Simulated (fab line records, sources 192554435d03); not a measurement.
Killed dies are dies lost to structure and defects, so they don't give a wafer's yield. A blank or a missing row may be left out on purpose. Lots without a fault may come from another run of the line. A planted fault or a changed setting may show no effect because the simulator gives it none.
fab line records | flow n5_finfet
record lots=9 wafers=27 last_day=20
route steps=1938 shown SDB@359 HKMG_FIN@388 BEOL_M4@1111 PASSIVATION@1936
lots that met no fault: from a run of the same line without faults
start_h: hours from the record's first day to the start of the lot's first wafer shown | wait_h: hours since the lot's step before | " the same as in the row above | L1.1+2: a row that stands for several wafers | - no value, or no start given | * or withheld: withheld | < > ~ a bound
route shown NAME@n: a module of which the file shows steps, and the number in the route of the first | usual: mean/standard deviation of fault-free wafers | same: alike in all rows | chamber/n: place in a boat | sites: the reading at each site | _std_site: their standard deviation | _edge_site: outer sites' mean less inner sites' | radius_mm: how far each site lies from the wafer's centre | mask NAME#n: copy n | behind: the tool/chamber that last shaped the wafer | hold: why the lot was held/for how many hours/how that ended | device: the transistor (n, p or np) that didn't switch | end of line: the same wafers' tests at the end of the route | a step without rows: its recipe alone | killed: dies lost to structure and defects at the first sort, not the wafer's yield | map: a wafer's dies, x killed, . not, _ none there
set.NAME: the setting as run; set.NAME@STEP: as run at that earlier step | model.NAME: the simulator's own value behind a step, which no gauge read
steps of the route over a sample of lots; a table a step, a row a wafer
services: from which hour (start_h, from the record's first day; less than 0 if before it) a tool's chamber was out of use, for how many hours, and why
## steps
# step N5_SDB_DESCUM_16
# recipe chemistry=O2 time_s=7.9 source_power_w=50 bias_power_w=20 pressure_mtorr=20 rf_frequency_hz=2.712e+07 temp_c=40 resist=CAR-ArF o2_flow_sccm=225
# usual drypump_motor_current_A=5.6/0.51 oes_product_au=0.79/0.087 rf_vpp_V=243.0/1.2 showerhead_plenum_p_Torr=2.09/0.057 throttle_valve_pct=20.19/0.2
# columns lot.wafer tool chamber start_h wait_h drypump_motor_current_A oes_product_au rf_hours_counter_h rf_vpp_V showerhead_plenum_p_Torr throttle_valve_pct
L938.3 rie_diel-01 3 67.24 0.1 5.6 0.89 27 242.9 2.05 19.99
L938.4 " 2 " " 5.3 0.70 201 239.5 2.01 20.33
L938.6 " 2 " " 5.2 0.70 - 240.7 2.01 20.30
L940.1 rie_diel-01 3 77.89 0.0 5.6 0.88 31 242.7 2.05 19.98
L940.4 " 2 " " 5.2 0.69 205 240.9 2.00 20.31
L940.6 " 0 " " 5.5 0.74 - 244.0 2.10 20.49
L941.3 rie_diel-04 2 86.14 0.0 4.9 0.76 116 243.8 2.09 19.85
L941.5 " 3 " " 6.5 0.74 - 245.3 2.18 20.25
L941.6 " 0 " " 5.7 0.70 - 243.3 2.07 20.23
L944.2 rie_diel-01 2 109.82 0.0 5.2 0.69 213 241.7 2.00 20.34
L944.3 " 1 " " 5.1 0.75 142 245.6 2.20 20.40
L944.5 " 2 " " 5.2 0.67 - 241.5 2.00 20.32
L947.2 rie_diel-01 3 120.89 0.0 5.6 0.86 43 241.5 2.05 20.01
L947.3 " 2 " " 5.2 0.69 216 241.3 2.00 20.33
L947.4 " 1 " " 5.1 0.75 144 245.5 2.20 20.39
L948.2 rie_diel-05 1 126.59 0.0 6.4 0.92 18 242.6 2.04 19.91
L948.4 " 3 " " 5.3 0.99 1 242.4 2.05 20.05
L948.5 " 2 " " 5.4 0.79 - 243.7 2.09 19.94
L953.2 rie_diel-05 3 154.08 0.0 5.2 0.95 9 242.0 2.05 20.05
L953.4 " 2 " " 5.4 0.77 128 242.7 2.09 19.96
L953.6 " 2 " " 5.4 0.78 - 241.8 2.09 19.95
L960.2 rie_diel-05 3 197.04 0.0 5.2 0.92 19 242.8 2.04 20.10
L960.3 " 1 " " 6.4 0.87 37 242.9 2.03 19.94
L960.4 " 0 " " 5.2 0.80 103 242.3 2.10 20.22
L961.1 rie_diel-05 1 204.51 0.0 6.4 0.87 40 243.6 2.03 19.94
L961.2 " 2 " " 5.4 0.76 142 243.1 2.08 19.98
L961.4 " 3 " " 5.3 0.93 22 242.6 2.04 20.08
# step N5_HKMG_FIN_ALD_74
# recipe material=La2O3 target_thk_a=5 temp_c=250 ald_precursor_family=La-Cp ald_co_reactant=O3 pulse_time_s=6 co_reactant_pulse_time_s=1 purge_time_s=3 co_reactant_purge_time_s=3
# usual heater_power_w=342/42 precursor_pulse_height_rel=1.001/0.02
# columns lot.wafer tool chamber start_h wait_h heater_power_w precursor_pulse_height_rel
L938.3 ald_hk-01 0 72.12 0.1 325 1.029
L938.4 " 3 " " 373 0.947
L938.6 " 0 " " 328 0.973
L940.1 ald_hk-01 0 83.05 0.2 327 1.018
L940.4 " 3 " " 376 0.994
L940.6 " 1 " " 305 0.972
L941.3 ald_hk-03 2 91.88 0.1 317 1.020
L941.5 " 1 " " 282 1.033
L941.6 " 2 " " 307 0.968
L944.2 ald_hk-01 2 114.85 0.2 443 1.005
L944.3 " 1 " " 309 1.015
L944.5 " 2 " " 424 1.053
L947.2 ald_hk-01 0 126.10 0.2 325 0.995
L947.3 " 3 " " 385 0.993
L947.4 " 1 " " 313 0.982
L948.2 ald_hk-03 0 131.46 0.2 285 1.003
L948.4 " 3 " " 399 0.992
L948.5 " 1 " " 278 1.004
L953.2 ald_hk-01 3 158.92 0.2 381 1.019
L953.4 " 2 " " 438 0.987
L953.6 " 2 " " 429 0.997
L960.2 ald_hk-01 3 201.92 0.2 382 0.986
L960.3 " 0 " " 326 1.026
L960.4 " 2 " " 443 0.995
L961.1 ald_hk-02 3 209.35 0.2 345 0.998
L961.2 " 1 " " 326 1.007
L961.4 " 0 " " 353 0.978
# step N5_HKMG_FIN_ETCH_55
# recipe chemistry=N2/H2 target=SOC target_depth_a=2400 temp_c=40 time_s=300 ion_energy_ev=200 mask_material=SiARC pressure_mtorr=30 source_w=840 bias_w=150 n2_flow_sccm=200 h2_flow_sccm=200
# usual bias_w=149.9/0.47 drypump_motor_current_A=5.6/0.53 oes_product_au=0.78/0.079 rf_vpp_V=523.6/2 showerhead_plenum_p_Torr=2.54/0.076 throttle_valve_pct=17.62/0.21
# columns lot.wafer tool chamber start_h wait_h bias_w drypump_motor_current_A oes_product_au rf_hours_counter_h rf_vpp_V showerhead_plenum_p_Torr throttle_valve_pct
L938.3 rie_diel-01 0 72.84 0.0 149.5 5.5 0.74 161 524.5 2.54 17.83
L938.4 " 3 " " 150.2 5.7 0.90 29 522.0 2.51 17.43
L938.6 " 2 " " 150.7 5.2 0.73 - 519.9 2.41 17.52
L940.1 rie_diel-05 3 83.77 0.0 149.6 5.3 0.65 246 522.9 2.50 18.01
L940.4 " 2 " " 150.1 5.4 0.80 113 523.7 2.55 17.40
L940.6 " 1 " " 150.1 6.4 0.89 - 522.9 2.50 17.40
L941.3 rie_diel-01 2 92.60 0.0 150.4 5.2 0.72 209 518.5 2.41 17.53
L941.5 " 3 " " 150.0 5.6 0.88 - 523.3 2.50 17.45
L941.6 " 0 " " 151.0 5.5 0.75 - 523.3 2.54 17.83
L944.2 rie_diel-01 3 115.57 0.0 105.6 5.6 0.80 41 419.2 2.50 17.45
L944.3 " 2 " " 149.3 5.2 0.71 214 520.2 2.40 17.54
L944.5 " 0 " " 149.8 5.5 0.73 - 523.6 2.54 17.85
L947.2 rie_diel-01 3 126.72 0.0 105.1 5.7 0.78 45 419.5 2.50 17.46
L947.3 " 2 " " 150.8 5.3 0.72 217 520.0 2.40 17.55
L947.4 " 0 " " 150.1 5.5 0.73 177 522.4 2.54 17.85
L948.2 rie_diel-01 0 132.16 0.0 150.5 5.5 0.73 179 523.3 2.54 17.86
L948.4 " 3 " " 105.1 5.7 0.78 46 417.8 2.50 17.46
L948.5 " 2 " " 150.3 5.2 0.71 - 520.8 2.40 17.54
L953.2 rie_diel-05 1 159.51 0.0 149.5 6.4 0.86 28 523.1 2.49 17.44
L953.4 " 0 " " 149.7 5.2 0.80 95 525.3 2.56 17.59
L953.6 " 1 " " 149.3 6.4 0.86 - 522.6 2.49 17.43
L960.2 rie_diel-05 2 202.82 0.0 149.8 5.4 0.77 142 523.6 2.54 17.42
L960.3 " 0 " " 149.8 5.3 0.78 105 523.4 2.56 17.60
L960.4 " 3 " " 150.2 5.3 0.92 21 521.1 2.49 17.60
L961.1 rie_diel-05 3 210.07 0.0 149.7 5.2 0.93 24 521.4 2.49 17.60
L961.2 " 1 " " 150.1 6.4 0.84 42 522.9 2.49 17.45
L961.4 " 0 " " 150.2 5.3 0.78 107 524.6 2.55 17.61
# step N5_HKMG_FIN_STRIP_60
# recipe chemistry=N2/H2 power_w=2500 temp_c=300 h2_frac=0.65 time_s=360 pressure_mtorr=withheld n2_flow_sccm=1750 h2_flow_sccm=3250
# usual drypump_motor_current_A=5.52/0.2 heater_power_w=449/58
# columns lot.wafer tool chamber start_h wait_h drypump_motor_current_A heater_power_w rf_hours_counter_h
L938.3 plasma_asher-01 0 73.75 0.1 5.31 382 -
L938.4 " 1 " " 5.54 529 -
L938.6 " 0 " " 5.29 389 -
L940.1 plasma_asher-02 1 84.56 0.0 5.87 437 39
L940.4 " 0 " " 5.66 433 -
L940.6 " 0 " " 5.64 440 -
L941.3 plasma_asher-02 1 93.51 0.1 5.81 436 -
L941.5 " 1 " " 5.85 440 -
L941.6 " 0 " " 5.66 440 -
L944.2 plasma_asher-01 0 116.36 0.0 5.26 390 101
L944.3 " 0 " " 5.30 388 -
L944.5 " 1 " " 5.56 528 -
L947.2 plasma_asher-01 1 127.82 0.3 5.49 513 105
L947.3 " 0 " " 5.25 382 -
L947.4 " 1 " " 5.48 526 -
L948.2 plasma_asher-01 1 132.95 0.0 5.52 517 107
L948.4 " 1 " " 5.54 537 -
L948.5 " 0 " " 5.29 385 -
L953.2 plasma_asher-02 0 160.30 0.0 5.67 430 50
L953.4 " 1 " " 5.85 438 -
L953.6 " 0 " " 5.65 439 -
L960.2 plasma_asher-02 0 203.61 0.0 5.61 430 57
L960.3 " 1 " " 5.85 430 -
L960.4 " 0 " " 5.63 442 -
L961.1 plasma_asher-02 1 210.91 0.0 5.84 435 58
L961.2 " 0 " " 5.65 449 58
L961.4 " 1 " " 5.84 430 -
# step N5_BEOL_M4_RC_MEAS_101
# usual DIBL_N=37.1/2.6 DIBL_P=38/3 IOFF_N=0.18/0.052 IOFF_P=0.25/0.06 ION_N=678/15 ION_P=467/8.6 SS_N=71.7/0.73 SS_P=73.7/0.89 VT_N=249/4.3 VT_P=-248/3.8
# columns lot.wafer tool chamber start_h wait_h DIBL_N[mV/V] DIBL_P[mV/V] IOFF_N[nA/um] IOFF_P[nA/um] ION_N[uA/um] ION_P[uA/um] SS_N[mV/dec] SS_P[mV/dec] VT_N[mV] VT_P[mV]
L938.3 prober-01 0 231.10 0.3 33.4 34 0.13 0.20 648 455 72.0 72.2 254 -247
L938.4 " 0 " " 32.1 32 0.12 0.16 659 458 70.9 71.6 253 -252
L938.6 " 0 " " 32.3 33 0.10 0.17 648 454 70.4 71.5 260 -251
L940.1 prober-02 0 245.30 0.0 36.0 34 0.14 0.20 676 465 71.2 72.9 248 -250
L940.4 " 0 " " 36.3 36 0.17 0.24 692 472 71.6 73.4 244 -246
L940.6 " 0 " " 36.3 35 0.15 0.24 691 474 71.2 72.7 249 -248
L941.3 prober-01 0 257.73 0.7 37.3 39 0.21 0.29 708 478 71.3 74.5 242 -242
L941.5 " 0 " " 36.6 36 0.16 0.23 683 467 72.1 73.8 248 -246
L941.6 " 0 " " 36.6 38 0.18 0.29 682 476 70.9 74.0 243 -243
L944.2 prober-01 0 265.67 0.2 34.9 35 0.13 0.22 659 466 70.7 73.4 253 -248
L944.3 " 0 " " 38.1 40 0.20 0.34 688 477 71.9 74.2 247 -244
L944.5 " 0 " " 35.8 36 0.15 0.23 673 465 71.4 73.5 250 -249
L947.2 prober-01 0 283.45 0.2 39.6 41 0.20 0.31 679 463 72.1 75.1 250 -246
L947.3 " 0 " " 37.3 38 0.16 0.21 690 469 71.5 73.7 252 -249
L947.4 " 0 " " 39.5 40 0.21 0.27 693 471 72.2 73.5 245 -247
L948.2 prober-02 0 312.80 0.2 35.7 36 0.15 0.21 657 456 70.7 73.2 250 -249
L948.4 " 0 " " 35.8 39 0.15 0.27 663 469 71.8 73.0 251 -248
L948.5 " 0 " " 34.1 35 0.13 0.20 658 461 71.4 72.5 253 -252
L953.2 prober-01 0 317.31 0.2 34.6 36 0.12 0.22 669 471 71.3 73.4 256 -249
L953.4 " 0 " " 38.4 38 0.18 0.24 671 469 71.9 73.8 250 -248
L953.6 " 0 " " 40.5 41 0.23 0.32 693 476 72.6 74.8 246 -243
L960.2 prober-02 0 367.82 0.2 36.5 39 0.19 0.26 704 484 71.2 74.6 244 -243
L960.3 " 0 " " 37.0 39 0.19 0.26 674 462 72.0 73.8 248 -248
L960.4 " 0 " " 38.3 41 0.23 0.30 700 477 71.3 74.7 245 -248
L961.1 prober-02 0 375.35 0.0 39.7 42 0.26 0.32 694 474 72.8 75.2 241 -245
L961.2 " 0 " " 40.2 42 0.25 0.33 682 475 72.6 74.5 246 -245
L961.4 " 0 " " 38.0 39 0.22 0.26 681 466 72.4 74.2 245 -246
# step N5_PASSIVATION_PROBE_49
# usual defect_limited_yield=91.4/1.4 killed_at_M0_to_M3=34/9.1 killed_at_M4_up=14/5.2 killed_at_contacts=12/6.4 killed_at_front_end=38/11 killed_at_other=3.7/2.8 killed_dies=102/17 killed_open=68/13 killed_short=32/7.8 sort_bin_5_function=5.1/1 sort_bin_6_memory=3.2/0.66 sort_n_pass=1076/19 sort_yield_pct=91.2/1.6
# same gross_dies=1180 killed_at_back_side=0 sort_bin_4_leakage[%]=0 sort_bin_8_speed[%]=0
# columns lot.wafer tool chamber start_h wait_h defect_limited_yield[%] killed_at_M0_to_M3 killed_at_M4_up killed_at_contacts killed_at_front_end killed_at_other killed_dies killed_open killed_short sort_bin_5_function[%] sort_bin_6_memory[%] sort_n_pass sort_yield_pct[%]
L941.3 prober-01 - 359.22 0.1 92.1 28 20 13 27 5 93 62 27 4.5 3.2 1087 92.1
L941.5 prober-01 - 359.32 0.2 89.7 30 25 12 43 11 121 84 34 6.0 4.1 1059 89.7
L941.6 prober-01 - 359.37 0.3 89.7 50 14 9 39 9 121 84 36 5.3 4.7 1059 89.7
L944.2 prober-02 - 363.47 0.1 89.2 40 14 19 45 9 127 87 39 5.9 4.3 1053 89.2
L944.3 prober-02 - 363.52 0.1 91.5 31 8 19 39 3 100 71 29 5.3 2.7 1080 91.5
L944.5 prober-02 - 363.62 0.2 89.8 45 13 16 44 2 120 87 33 6.3 3.6 1060 89.8
L953.2 prober-02 - 422.47 0.1 91.4 28 11 20 40 2 101 70 30 5.3 2.8 1079 91.4
L953.4 prober-02 - 422.57 0.2 93.9 18 8 25 18 3 72 49 22 3.7 2.3 1108 93.9
L953.6 prober-02 - 422.67 0.3 90.4 33 13 21 43 3 113 78 32 6.6 2.7 1067 90.4
L961.1 prober-01 - 477.15 0.0 92.5 28 9 14 31 7 89 68 21 4.2 3.1 1091 92.5
L961.2 prober-01 - 477.20 0.1 91.9 38 13 20 17 7 95 66 29 5.7 2.3 1085 91.9
L961.4 prober-01 - 477.30 0.2 93.2 35 9 9 26 1 80 54 26 4.3 2.3 1100 93.2
# killed by level:class
L941.3 BEOL_M4:geometric_particle:open=10 MOL_CONTACT_COAG:geometric_particle:open=8 BEOL_M2:geometric_particle:open=7 FIN_SAQP:geometric_particle:open=5 STI_FIN_REVEAL:geometric_particle:open=5 BEOL_M3:geometric_particle:open=5 MOL_CONTACT_COAG:geometric_particle:short=5 DUMMY_GATE:geometric_particle:open=4
L941.5 BEOL_M4:geometric_particle:open=17 STI_FIN_REVEAL:geometric_particle:open=16 MOL_CONTACT_COAG:geometric_particle:open=9 BEOL_M3:geometric_particle:open=7 FIN_SAQP:geometric_particle:open=6 GATE_CUT:geometric_particle:short=4 BEOL_M0_SAQP:geometric_particle:short=4 BEOL_M0_SAQP:geometric_particle:open=4
L941.6 BEOL_M2:geometric_particle:open=12 BEOL_M0:geometric_particle:open=10 MOL_CONTACT_COAG:geometric_particle:open=8 BEOL_M4:geometric_particle:open=8 BEOL_M0_SAQP:geometric_particle:short=7 FIN_SAQP:geometric_particle:open=6 STI_FIN_REVEAL:geometric_particle:open=6 BEOL_M3:geometric_particle:open=6
L944.2 MOL_CONTACT_COAG:geometric_particle:open=14 BEOL_M3:geometric_particle:open=13 DUMMY_GATE:geometric_particle:open=12 FIN_SAQP:geometric_particle:short=8 FIN_SAQP:geometric_particle:open=7 BEOL_M0_SAQP:geometric_particle:open=6 BEOL_M2:geometric_particle:open=6 BEOL_M0_SAQP:geometric_particle:short=5
L944.3 MOL_CONTACT_COAG:geometric_particle:open=16 FIN_SAQP:geometric_particle:short=10 BEOL_M2:geometric_particle:open=8 FIN_SAQP:geometric_particle:open=7 DUMMY_GATE:geometric_particle:open=6 BEOL_M0_SAQP:geometric_particle:open=6 BEOL_M1:geometric_particle:open=5 BEOL_M4:geometric_particle:open=4
L944.5 FIN_SAQP:geometric_particle:open=16 MOL_CONTACT_COAG:geometric_particle:open=11 BEOL_M2:geometric_particle:open=11 BEOL_M0:geometric_particle:open=10 DUMMY_GATE:geometric_particle:open=7 BEOL_M3:geometric_particle:open=7 BEOL_M0_SAQP:geometric_particle:open=6 BEOL_M0_SAQP:geometric_particle:short=6
L953.2 MOL_CONTACT_COAG:geometric_particle:open=17 STI_FIN_REVEAL:geometric_particle:open=14 BEOL_M1:geometric_particle:short=7 BEOL_M2:geometric_particle:open=6 BEOL_M4:geometric_particle:open=6 DUMMY_GATE:geometric_particle:open=5 BEOL_M0_SAQP:geometric_particle:short=4 STARTING-WAFER:geometric_particle:open=4
L953.4 MOL_CONTACT_COAG:geometric_particle:open=18 STI_FIN_REVEAL:geometric_particle:open=7 MOL_CONTACT_COAG:geometric_particle:short=7 BEOL_M0_SAQP:geometric_particle:open=6 BEOL_M1:geometric_particle:open=3 BEOL_M3:geometric_particle:short=3 SPACER0:geometric_particle:short=2 ILD0:geometric_particle:short=2
L953.6 STI_FIN_REVEAL:geometric_particle:open=21 MOL_CONTACT_COAG:geometric_particle:open=18 BEOL_M0_SAQP:geometric_particle:short=11 BEOL_M2:geometric_particle:open=6 BEOL_M0_SAQP:geometric_particle:open=5 FIN_SAQP:geometric_particle:open=3 STI_FIN_REVEAL:geometric_particle:short=3 DUMMY_GATE:geometric_particle:open=3
L961.1 MOL_CONTACT_COAG:geometric_particle:open=12 FIN_SAQP:geometric_particle:open=9 BEOL_M3:geometric_particle:open=8 FIN_SAQP:geometric_particle:short=6 BEOL_M2:geometric_particle:open=6 STARTING-WAFER:geometric_particle:open=5 BEOL_M0_SAQP:geometric_particle:open=4 BEOL_M1:geometric_particle:open=4
L961.2 MOL_CONTACT_COAG:geometric_particle:open=17 BEOL_M0_SAQP:geometric_particle:short=10 BEOL_M0_SAQP:geometric_particle:open=10 BEOL_M3:geometric_particle:open=9 BEOL_M4:geometric_particle:open=5 FIN_SAQP:geometric_particle:short=3 FIN_SAQP:geometric_particle:open=3 STI_FIN_REVEAL:geometric_particle:open=3
L961.4 BEOL_M0_SAQP:geometric_particle:open=9 FIN_SAQP:geometric_particle:short=8 FIN_SAQP:geometric_particle:open=7 MOL_CONTACT_COAG:geometric_particle:open=7 BEOL_M3:geometric_particle:open=7 STI_FIN_REVEAL:geometric_particle:open=6 BEOL_M0_SAQP:geometric_particle:short=6 BEOL_M2:geometric_particle:open=3
## services
# columns tool chamber start_h hours kind
ald_hk-02 - 46.82 0.3 repair
rie_diel-05 - 48.53 14.6 pm
ald_hk-03 - 63.19 1.2 repair
rie_diel-05 3 105.73 - clean
rie_diel-05 3 105.73 - consumable_replace:focus_ring
rie_diel-05 3 105.73 15.2 scheduled_down
rie_diel-05 3 105.73 15.2 vent_cycle
plasma_asher-01 - 106.04 2.8 pm
rie_diel-01 1 110.94 3.2 repair
ald_hk-02 - 112.34 6.0 pm
plasma_asher-02 - 115.22 13.2 repair
rie_diel-01 - 123.84 1.0 repair
rie_diel-04 0 130.04 8.7 repair
rie_diel-01 - 147.93 0.5 repair
rie_diel-05 - 177.06 2.8 pm
ald_hk-03 - 180.39 2.8 pm
rie_diel-05 - 188.93 0.2 repair
rie_diel-04 3 206.48 9.8 repair
rie_diel-01 0 208.40 5.3 repair
rie_diel-05 - 208.65 0.6 repair
## key
first_sign step=N5_HKMG_FIN_ETCH_55 reading=bias_w direction=down sigmas=96 usual=* struck=*
effect step=N5_HKMG_FIN_ETCH_55 reading=rf_vpp_V direction=down sigmas=52 usual=523.6 struck=418.8
met_at N5_HKMG_FIN_ETCH_55
struck_lots L944,L947,L948
struck_wafers L944.2,L947.2,L948.4
not_acting_at N5_SDB_DESCUM_16,N5_HKMG_FIN_ALD_74,N5_HKMG_FIN_STRIP_60
onset_between 92.60 115.57
fault kind=process_parameter_drift tool=rie_diel-01 chamber=3 onset_h=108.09 steps=N5_HKMG_FIN_ETCH_55 channel=bias_w offset=* shape=step end_h=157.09 acts_in=* stated=*
